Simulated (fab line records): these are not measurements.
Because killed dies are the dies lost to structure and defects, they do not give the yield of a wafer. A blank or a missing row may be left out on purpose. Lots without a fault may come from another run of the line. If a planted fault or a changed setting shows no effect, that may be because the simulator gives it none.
Chamber matching || flow nand-harc || pecvd-02 running NHARC_P_M1_PRE_CLEAN_32: 3 sister chambers
The step time 12 s. 3 wafers are shown with their chamber, then 9 later ones without.

## WAFERS PAIRED WITH THEIR CHAMBERS
{"wafer": "L086.3", "chamber": 1, "heater-power-w (W)": 584}
{"wafer": "L086.4", "chamber": 0, "heater-power-w (W)": 663}
{"wafer": "L086.6", "chamber": 2, "heater-power-w (W)": 682}

## WAFERS WITH NO CHAMBER GIVEN
{"wafer": "L091.3", "heater-power-w (W)": 576}
{"wafer": "L091.4", "heater-power-w (W)": 556}
{"wafer": "L091.6", "heater-power-w (W)": 630}
{"wafer": "L093.4", "heater-power-w (W)": 606}
{"wafer": "L093.5", "heater-power-w (W)": 641}
{"wafer": "L093.6", "heater-power-w (W)": 621}
{"wafer": "L094.1", "heater-power-w (W)": 673}
{"wafer": "L094.2", "heater-power-w (W)": 623}
{"wafer": "L094.4", "heater-power-w (W)": 681}

## WHICH CHAMBER EACH ONE RAN IN
{"wafer": "L091.3", "from the rows above": 1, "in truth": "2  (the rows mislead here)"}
{"wafer": "L091.4", "from the rows above": 1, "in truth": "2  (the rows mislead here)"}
{"wafer": "L091.6", "from the rows above": "can't be placed: 0 or 1 or 2", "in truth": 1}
{"wafer": "L093.4", "from the rows above": "can't be placed: 1 or 0", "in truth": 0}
{"wafer": "L093.5", "from the rows above": "can't be placed: 0 or 2 or 1", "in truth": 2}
{"wafer": "L093.6", "from the rows above": "can't be placed: 1 or 0 or 2", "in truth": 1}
{"wafer": "L094.1", "from the rows above": "can't be placed: 2 or 0", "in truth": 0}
{"wafer": "L094.2", "from the rows above": "can't be placed: 1 or 0 or 2", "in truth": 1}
{"wafer": "L094.4", "from the rows above": "can't be placed: 2 or 0", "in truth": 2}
0 of 9 placed correctly. Not placeable from these rows: 7 (in 7, the candidates include the true chamber). Placed wrongly: 2.
How it was worked out, from the rows above alone: a wafer's distance from a chamber is the root of the sum, over the readings, of the square of ((its reading less the chamber's mean) divided by the reading's scatter). If the next closest chamber is less than 2 further off than the closest, the wafer can't be placed; otherwise it belongs to the closest. A chamber's mean is the mean of its shown wafers. The scatter: with one shown wafer a chamber, the root of the mean of the squares of how far each hidden wafer lies from its nearest shown one.
